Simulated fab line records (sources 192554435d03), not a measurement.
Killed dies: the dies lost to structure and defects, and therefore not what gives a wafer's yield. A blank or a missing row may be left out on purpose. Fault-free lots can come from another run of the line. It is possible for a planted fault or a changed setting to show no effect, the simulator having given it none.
Chamber matching	flow n5_finfet	N5_MOL_CONTACT_COAG_ALD_133 on ald_sin-01: 4 sister chambers
The step deposits SiO2, target thk 5 nm, pulse time 1 s, co reactant pulse time 1 s. 4 wafers are shown with their chamber, then 8 later ones without.

WAFERS PAIRED WITH THEIR CHAMBERS
wafer	chamber	heater_power_w (W)
L088.6	0	83
L090.4	1	72
L090.6	2	89
L091.1	3	77

WAFERS WITHOUT THEIR CHAMBER
wafer	heater_power_w (W)
L091.3	73
L091.6	72
L094.1	75
L094.2	84
L094.6	72
L096.1	93
L096.2	74
L096.3	85

WHICH CHAMBER EACH ONE RAN IN
wafer	from the rows above	in truth
L091.3	can't be placed: 1 or 3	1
L091.6	1	1
L094.1	can't be placed: 3 or 1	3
L094.2	0	0
L094.6	1	1
L096.1	2	2
L096.2	can't be placed: 1 or 3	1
L096.3	can't be placed: 0 or 2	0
4 of 8 placed correctly. Not placeable from these rows: 4 (in 4, the candidates include the true chamber). 0 placed wrongly.
How it was worked out, from the rows above alone: a wafer's distance from a chamber is the root of the sum, over the readings, of the square of ((its reading less the chamber's mean) divided by the reading's scatter). If the next closest chamber is less than 2 further off than the closest, the wafer can't be placed; otherwise it belongs to the closest. For every chamber, the mean is computed from those of its wafers that are shown. The scatter (one wafer shown for each chamber): square how far every hidden wafer sits from the nearest shown wafer, average those squares and take the square root.
